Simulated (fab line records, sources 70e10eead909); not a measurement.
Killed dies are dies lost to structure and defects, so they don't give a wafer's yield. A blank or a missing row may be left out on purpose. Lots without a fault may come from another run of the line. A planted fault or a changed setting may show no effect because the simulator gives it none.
One fault seen from 2 desks | flow nand_harc | each desk has only its own numbers; what lay behind them comes last

THE TOOL OWNER'S DESK: pecvd-01
The tool's own readings at NHARC_A_SGD_CUT_DEP_00 (deposits SiNx, target thk 50 nm): means of the sampled wafers that have a number, for each lot that ran on this tool. A lot is out of limits, marked OUT, if its mean lies more than 4 standard deviations from the usual mean; the brackets give that distance.
Columns: A = heater_power_w at NHARC_A_SGD_CUT_DEP_00, usual 650 W
lot  | first seen here | A
L648 | day 15 09:40    | 591
L652 | day 16 02:35    | 615
L649 | day 16 02:53    | 574
L658 | day 17 21:49    | 659
This desk's finding: nothing out of limits on any of the 4 lots.

THE METROLOGY DESK
What the gauges read, lot by lot, whatever tool the lot ran on: means of the sampled wafers that have a number. A lot is out of limits, marked OUT, if its mean lies more than 4 standard deviations from the usual mean; the brackets give that distance.
Columns: A = cd_nm at NHARC_A_BONDPAD_CD_MEAS_09, usual 501.1 nm; B = cd_nm at NHARC_THIN_TSV_CD_MEAS_33, usual 5001.4 nm
lot  | first seen here | A     | B
L642 | day 17 16:50    | 503.8 | 4999.1
L643 | day 18 03:11    | 501.0 | 5002.6
L644 | day 18 04:04    | 500.7 | 5004.1
L647 | day 18 11:11    | 502.2 | 4999.0
L645 | day 18 13:12    | 500.9 | 5001.6
L646 | day 19 06:09    | 499.3 | 5002.5
L650 | day 19 10:43    | 498.5 | 4996.0
L648 | day 19 14:04    | 503.3 | 5003.1
L649 | day 20 02:14    | 500.2 | 5003.3
L652 | day 20 02:58    | 499.3 | 5000.7
L658 | day 22 06:32    | 502.8 | 5000.3
L665 | day 23 17:00    | 504.1 | 4999.1
This desk's finding: nothing out of limits on any of the 12 lots.

PUT TOGETHER
The tool owner's desk saw nothing out of limits.
The metrology desk saw nothing out of limits.

WHAT THE SIMULATOR HAD PUT IN
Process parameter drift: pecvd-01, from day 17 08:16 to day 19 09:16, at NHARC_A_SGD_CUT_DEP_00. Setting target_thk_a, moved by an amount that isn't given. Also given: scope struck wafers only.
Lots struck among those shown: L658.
